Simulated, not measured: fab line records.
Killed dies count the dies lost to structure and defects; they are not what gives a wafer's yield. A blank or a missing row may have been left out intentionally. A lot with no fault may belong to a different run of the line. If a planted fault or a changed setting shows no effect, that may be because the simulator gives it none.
One fault through the eyes of 2 desks ; flow n5-finfet ; each desk has only its own numbers; what lay behind them comes last

== DESK OF THE TOOL OWNER: pvd-sputter-03 ==
The tool's own readings at N5_BEOL_M4_SPUTTER_90 (material Cu, target thk 4.5 nm, time 8.29 s): means of the sampled wafers that have a number, for each lot that ran on this tool. Marked OUT: a lot whose mean sits more than 4 standard deviations from the usual mean, which makes it out of limits; the brackets give that distance.
Columns: A = throttle-valve-pct at N5_BEOL_M4_SPUTTER_90, usual 29.6 %
lot;first seen here;A
L426;day 11 07:04;29.9
L430;day 12 08:16;30.7
This desk's verdict: no lot among the 2 shows anything out of limits.

== AT THE METROLOGY DESK ==
Lot by lot, what the gauges showed, no matter which tool ran the lot: averages of those sampled wafers that carry a number. Marked OUT: a lot whose mean sits more than 4 standard deviations from the usual mean, which makes it out of limits; the brackets give that distance. Readings shown: 7 of its 12, picked as those furthest out on some lot.
Columns: A = DIBL_N at N5_BEOL_M4_RC_MEAS_101, usual 36.1 mV/V; B = DIBL_P at N5_BEOL_M4_RC_MEAS_101, usual 36.1 mV/V; C = ION_N at N5_BEOL_M4_RC_MEAS_101, usual 675 uA/um; D = ION_P at N5_BEOL_M4_RC_MEAS_101, usual 464 uA/um; E = SS_N at N5_BEOL_M4_RC_MEAS_101, usual 71.5 mV/dec; F = SS_P at N5_BEOL_M4_RC_MEAS_101, usual 73.3 mV/dec; G = VT_P at N5_BEOL_M4_RC_MEAS_101, usual -250 mV
lot;first seen here;A;B;C;D;E;F;G
L417;day 9 02:26;34.1;33.9;673;462;71.1;72.7;-251
L425;day 11 08:18;35.7;36.1;675;462;71.4;73.2;-250
L426;day 11 08:46;35.7;34.7;679;456;70.8;73.3;-254
L430;day 12 10:00;35.9;38.2;686;471;71.8;73.4;-248
L433;day 13 12:35;35.8;36.9;673;456;71.2;73.8;-253
This desk's verdict: no lot among the 5 shows anything out of limits.

== ALL TOGETHER ==
Nothing out of limits was seen by the tool owner's desk.
From the metrology desk's view, nothing was out of limits.

== WHAT THE SIMULATOR HAD PUT IN ==
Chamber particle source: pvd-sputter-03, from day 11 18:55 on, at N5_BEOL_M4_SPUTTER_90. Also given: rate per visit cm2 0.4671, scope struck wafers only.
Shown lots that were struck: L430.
